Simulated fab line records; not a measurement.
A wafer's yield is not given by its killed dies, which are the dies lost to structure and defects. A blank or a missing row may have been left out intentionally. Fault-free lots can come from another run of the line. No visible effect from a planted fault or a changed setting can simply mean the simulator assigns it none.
Split-lot experiment || flow n5-finfet || route with 1938 steps; 7 lots, 39 wafers read

THE SPLIT
At N5_SD_EPI_N_ETCH_35 (etches SOC in N2/H2, overetch 108 nm, time 486 s), the setting time-s was moved away from the recipe's 486 s on 15 of the 39 wafers read, by -21.3% to +17.5%. All remaining wafers had this setting at the recipe value.

Reading taken at the split's own step.

THE READING
SiARC_of_SD_EPI_N_COAT_33.thk-nm (the simulator's own value, which no gauge read), in nm, at N5_SD_EPI_N_ETCH_35 (etches SOC in N2/H2, overetch 108 nm, time 486 s). The file gives no usual value for it. Average 19.6 nm, standard deviation 0.38 nm, over the 24 wafers here run with the recipe.

{"wafer": "L079.1", "tool, chamber at the split": "rie-diel-04, 0", "time-s as run, s": 486, "against the recipe": "recipe", "SiARC_of_SD_EPI_N_COAT_33.thk-nm, nm": 19.4, "against lot-mates on the recipe": "-"}
{"wafer": "L079.2", "tool, chamber at the split": "rie-diel-04, 3", "time-s as run, s": 546.6, "against the recipe": "+12.5%", "SiARC_of_SD_EPI_N_COAT_33.thk-nm, nm": 17, "against lot-mates on the recipe": -2.6}
{"wafer": "L079.3", "tool, chamber at the split": "rie-diel-04, 2", "time-s as run, s": 486, "against the recipe": "recipe", "SiARC_of_SD_EPI_N_COAT_33.thk-nm, nm": 19.2, "against lot-mates on the recipe": "-"}
{"wafer": "L079.4", "tool, chamber at the split": "rie-diel-04, 1", "time-s as run, s": 546.6, "against the recipe": "+12.5%", "SiARC_of_SD_EPI_N_COAT_33.thk-nm, nm": 18.2, "against lot-mates on the recipe": -1.4}
{"wafer": "L079.5", "tool, chamber at the split": "rie-diel-04, 2", "time-s as run, s": 546.6, "against the recipe": "+12.5%", "SiARC_of_SD_EPI_N_COAT_33.thk-nm, nm": 17.4, "against lot-mates on the recipe": -2.2}
{"wafer": "L079.6", "tool, chamber at the split": "rie-diel-04, 1", "time-s as run, s": 486, "against the recipe": "recipe", "SiARC_of_SD_EPI_N_COAT_33.thk-nm, nm": 20.2, "against lot-mates on the recipe": "-"}
{"wafer": "L087.1", "tool, chamber at the split": "rie-diel-05, 0,3", "time-s as run, s": 486, "against the recipe": "recipe", "SiARC_of_SD_EPI_N_COAT_33.thk-nm, nm": 20, "against lot-mates on the recipe": "-"}
{"wafer": "L087.6", "tool, chamber at the split": "rie-diel-05, 0,3", "time-s as run, s": 486, "against the recipe": "recipe", "SiARC_of_SD_EPI_N_COAT_33.thk-nm, nm": 20, "against lot-mates on the recipe": "-"}
{"wafer": "L087.2", "tool, chamber at the split": "rie-diel-05, 3", "time-s as run, s": 516.1, "against the recipe": "+6.2%", "SiARC_of_SD_EPI_N_COAT_33.thk-nm, nm": 19.2, "against lot-mates on the recipe": -0.6}
{"wafer": "L087.3", "tool, chamber at the split": "rie-diel-05, 1", "time-s as run, s": 516.1, "against the recipe": "+6.2%", "SiARC_of_SD_EPI_N_COAT_33.thk-nm, nm": 18.6, "against lot-mates on the recipe": -1.2}
{"wafer": "L087.4", "tool, chamber at the split": "rie-diel-05, 1", "time-s as run, s": 486, "against the recipe": "recipe", "SiARC_of_SD_EPI_N_COAT_33.thk-nm, nm": 19.4, "against lot-mates on the recipe": "-"}
{"wafer": "L087.5", "tool, chamber at the split": "rie-diel-05, 0", "time-s as run, s": 516.1, "against the recipe": "+6.2%", "SiARC_of_SD_EPI_N_COAT_33.thk-nm, nm": 18.8, "against lot-mates on the recipe": -1.0}
{"wafer": "L090.1", "tool, chamber at the split": "rie-diel-04, 1", "time-s as run, s": 570.9, "against the recipe": "+17.5%", "SiARC_of_SD_EPI_N_COAT_33.thk-nm, nm": 17.6, "against lot-mates on the recipe": -1.6}
{"wafer": "L090.2", "tool, chamber at the split": "rie-diel-04, 0,2", "time-s as run, s": 570.9, "against the recipe": "+17.5%", "SiARC_of_SD_EPI_N_COAT_33.thk-nm, nm": 16.4, "against lot-mates on the recipe": -2.8}
{"wafer": "L090.4", "tool, chamber at the split": "rie-diel-04, 0,2", "time-s as run, s": 570.9, "against the recipe": "+17.5%", "SiARC_of_SD_EPI_N_COAT_33.thk-nm, nm": 16.4, "against lot-mates on the recipe": -2.8}
{"wafer": "L090.3", "tool, chamber at the split": "rie-diel-04, 3", "time-s as run, s": 486, "against the recipe": "recipe", "SiARC_of_SD_EPI_N_COAT_33.thk-nm, nm": 19, "against lot-mates on the recipe": "-"}
{"wafer": "L090.5", "tool, chamber at the split": "rie-diel-04, 0", "time-s as run, s": 486, "against the recipe": "recipe", "SiARC_of_SD_EPI_N_COAT_33.thk-nm, nm": 19.4, "against lot-mates on the recipe": "-"}
{"wafer": "L090.6", "tool, chamber at the split": "rie-diel-04, 3", "time-s as run, s": 486, "against the recipe": "recipe", "SiARC_of_SD_EPI_N_COAT_33.thk-nm, nm": 19.2, "against lot-mates on the recipe": "-"}
{"wafer": "L094.1", "tool, chamber at the split": "rie-diel-04, 0,2", "time-s as run, s": 452.1, "against the recipe": "-7.0%", "SiARC_of_SD_EPI_N_COAT_33.thk-nm, nm": 20.6, "against lot-mates on the recipe": "+0.8"}
{"wafer": "L094.3", "tool, chamber at the split": "rie-diel-04, 0,2", "time-s as run, s": 452.1, "against the recipe": "-7.0%", "SiARC_of_SD_EPI_N_COAT_33.thk-nm, nm": 20.6, "against lot-mates on the recipe": "+0.8"}
{"wafer": "L094.2", "tool, chamber at the split": "rie-diel-04, 1", "time-s as run, s": 486, "against the recipe": "recipe", "SiARC_of_SD_EPI_N_COAT_33.thk-nm, nm": 20.2, "against lot-mates on the recipe": "-"}
{"wafer": "L094.4", "tool, chamber at the split": "rie-diel-04, 3", "time-s as run, s": 486, "against the recipe": "recipe", "SiARC_of_SD_EPI_N_COAT_33.thk-nm, nm": 19.4, "against lot-mates on the recipe": "-"}
{"wafer": "L094.5", "tool, chamber at the split": "rie-diel-04, 2", "time-s as run, s": 486, "against the recipe": "recipe", "SiARC_of_SD_EPI_N_COAT_33.thk-nm, nm": 19.8, "against lot-mates on the recipe": "-"}
{"wafer": "L094.6", "tool, chamber at the split": "rie-diel-04, 1", "time-s as run, s": 452.1, "against the recipe": "-7.0%", "SiARC_of_SD_EPI_N_COAT_33.thk-nm, nm": 21.6, "against lot-mates on the recipe": "+1.8"}
{"wafer": "L095.3", "tool, chamber at the split": "rie-diel-06, 3", "time-s as run, s": 486, "against the recipe": "recipe", "SiARC_of_SD_EPI_N_COAT_33.thk-nm, nm": 19.6, "against lot-mates on the recipe": "-"}
{"wafer": "L095.4", "tool, chamber at the split": "rie-diel-06, 0", "time-s as run, s": 486, "against the recipe": "recipe", "SiARC_of_SD_EPI_N_COAT_33.thk-nm, nm": 19.8, "against lot-mates on the recipe": "-"}
{"wafer": "L095.6", "tool, chamber at the split": "rie-diel-06, 0", "time-s as run, s": 486, "against the recipe": "recipe", "SiARC_of_SD_EPI_N_COAT_33.thk-nm, nm": 19.8, "against lot-mates on the recipe": "-"}
{"wafer": "L096.1", "tool, chamber at the split": "rie-diel-04, 1", "time-s as run, s": 486, "against the recipe": "recipe", "SiARC_of_SD_EPI_N_COAT_33.thk-nm, nm": 20.4, "against lot-mates on the recipe": "-"}
{"wafer": "L096.2", "tool, chamber at the split": "rie-diel-04, 3,0,2,3", "time-s as run, s": 486, "against the recipe": "recipe", "SiARC_of_SD_EPI_N_COAT_33.thk-nm, nm": 19.4, "against lot-mates on the recipe": "-"}
{"wafer": "L096.3", "tool, chamber at the split": "rie-diel-04, 3,0,2,3", "time-s as run, s": 486, "against the recipe": "recipe", "SiARC_of_SD_EPI_N_COAT_33.thk-nm, nm": 19.4, "against lot-mates on the recipe": "-"}
{"wafer": "L096.4", "tool, chamber at the split": "rie-diel-04, 3,0,2,3", "time-s as run, s": 486, "against the recipe": "recipe", "SiARC_of_SD_EPI_N_COAT_33.thk-nm, nm": 19.4, "against lot-mates on the recipe": "-"}
{"wafer": "L096.5", "tool, chamber at the split": "rie-diel-04, 3,0,2,3", "time-s as run, s": 486, "against the recipe": "recipe", "SiARC_of_SD_EPI_N_COAT_33.thk-nm, nm": 19.4, "against lot-mates on the recipe": "-"}
{"wafer": "L096.6", "tool, chamber at the split": "rie-diel-04, 0", "time-s as run, s": 486, "against the recipe": "recipe", "SiARC_of_SD_EPI_N_COAT_33.thk-nm, nm": 19.2, "against lot-mates on the recipe": "-"}
{"wafer": "L097.1", "tool, chamber at the split": "rie-diel-05, 3", "time-s as run, s": 486, "against the recipe": "recipe", "SiARC_of_SD_EPI_N_COAT_33.thk-nm, nm": 20, "against lot-mates on the recipe": "-"}
{"wafer": "L097.2", "tool, chamber at the split": "rie-diel-05, 1", "time-s as run, s": 382.6, "against the recipe": "-21.3%", "SiARC_of_SD_EPI_N_COAT_33.thk-nm, nm": 22.8, "against lot-mates on the recipe": "+2.9"}
{"wafer": "L097.3", "tool, chamber at the split": "rie-diel-05, 0,3", "time-s as run, s": 382.6, "against the recipe": "-21.3%", "SiARC_of_SD_EPI_N_COAT_33.thk-nm, nm": 23.2, "against lot-mates on the recipe": "+3.3"}
{"wafer": "L097.6", "tool, chamber at the split": "rie-diel-05, 0,3", "time-s as run, s": 382.6, "against the recipe": "-21.3%", "SiARC_of_SD_EPI_N_COAT_33.thk-nm, nm": 23.2, "against lot-mates on the recipe": "+3.3"}
{"wafer": "L097.4", "tool, chamber at the split": "rie-diel-05, 2", "time-s as run, s": 486, "against the recipe": "recipe", "SiARC_of_SD_EPI_N_COAT_33.thk-nm, nm": 19.4, "against lot-mates on the recipe": "-"}
{"wafer": "L097.5", "tool, chamber at the split": "rie-diel-05, 0", "time-s as run, s": 486, "against the recipe": "recipe", "SiARC_of_SD_EPI_N_COAT_33.thk-nm, nm": 20.2, "against lot-mates on the recipe": "-"}
The file does not say which wafer passed through which chamber wherever a row lists several chambers: such a row stands for several wafers.

THE FIT
A straight line over all 39 wafers: SiARC_of_SD_EPI_N_COAT_33.thk-nm changes by -0.163 nm for each +1% of time-s; r = -0.96; the points scatter about the line by 0.42 nm.
The same after taking each lot's own level away (the mean of its wafers on the recipe; 39 wafers): -0.149 nm for each +1%; r = -0.96; scatter 0.38 nm.
On that fit, the largest move of time-s shifts the reading by 3.2 nm.
From 19.20 to 19.87 nm: that is the span of the lots' own levels, equal to 1.7 times the standard deviation above.
The two slopes are in agreement: the lot-to-lot level therefore moves the slope only a little.
Check: with one of the wafers moved furthest among these (-21.3%) left out of the fit, the line predicts +3.25 nm for it against its lot-mates. It came out at +2.93 nm against them.

THE OTHER SPLITS THESE WAFERS WENT THROUGH
Before the reading, these wafers also passed through other splits. Each is held against what the fit with the lots' levels taken away leaves over:
{"other split on the same wafers": "N5_PMOS_HMC_CHANNEL_EPI_FIN_RECESS_16 time-s", "wafers away from the commonest value": 12, "r with SiARC_of_SD_EPI_N_COAT_33.thk-nm (lot level and that fit taken away)": "+0.05"}

FILE'S OWN FIT
SiARC_of_SD_EPI_N_COAT_33.thk-nm changes by -0.149 nm for each +1% of time-s, r = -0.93.
